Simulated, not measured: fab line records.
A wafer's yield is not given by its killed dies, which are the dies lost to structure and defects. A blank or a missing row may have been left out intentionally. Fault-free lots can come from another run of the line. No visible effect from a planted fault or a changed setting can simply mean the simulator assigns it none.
Chamber matching	flow nand-harc	NHARC_P_CONTACT_DEP_30 on pecvd-03: 3 sister chambers
The step deposits SiNx, target thk 30 nm. 24 wafers are shown with their chamber, then 12 later ones without.

## WAFERS WITH THEIR CHAMBER
wafer	chamber	heater-power-w (W)
L079.1	1	590
L079.2	0	820
L079.4	0	830
L084.2	0	771
L084.5	2	739
L084.6	1	615
L085.3	0	742
L085.4	2	804
L085.5	0	754
L087.1	1	503
L087.3	0	852
L087.5	1	518
L088.1	0	851
L088.3	1	552
L088.4	1	569
L089.2	1	549
L089.3	2	792
L089.4	1	554
L092.1	1	583
L092.2	0	860
L092.4	0	862
L093.3	2	803
L093.4	2	767
L093.5	0	886

SIGNATURES, as means of the wafers listed above
reading	chamber 0	chamber 1	chamber 2	scatter within a chamber
heater-power-w	822.80	559.22	781.00	41.1
Rule: a wafer lies at a distance from a chamber equal to the root of the sum of squares, over the readings, of (its reading less the chamber's mean, divided by the reading's scatter). The wafer belongs to the nearest chamber; if the next one is less than 2 further off, it can't be placed. How the scatter is found: for the shown wafers, subtract from each reading the mean of its chamber, square and add these, divide the total by (wafers less chambers), then take the root.

## WAFERS MISSING THEIR CHAMBER
wafer	heater-power-w (W)
L094.1	869
L094.2	548
L094.3	686
L094.4	701
L094.5	869
L094.6	555
L095.4	577
L095.5	810
L095.6	804
L097.2	838
L097.4	767
L097.6	804

## CHAMBER TAKEN BY EACH
wafer	from the rows above	in truth
L094.1	can't be placed: 0 or 2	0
L094.2	1	1
L094.3	can't be placed: 2 or 1 or 0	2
L094.4	can't be placed: 2 or 0 or 1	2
L094.5	can't be placed: 0 or 2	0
L094.6	1	1
L095.4	1	1
L095.5	can't be placed: 0 or 2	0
L095.6	can't be placed: 0 or 2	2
L097.2	can't be placed: 0 or 2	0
L097.4	can't be placed: 2 or 0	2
L097.6	can't be placed: 0 or 2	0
3 of 12 placed correctly. From these rows, 9 cannot be placed; in 9 the true chamber is one of the candidates. Wrongly placed: 0.
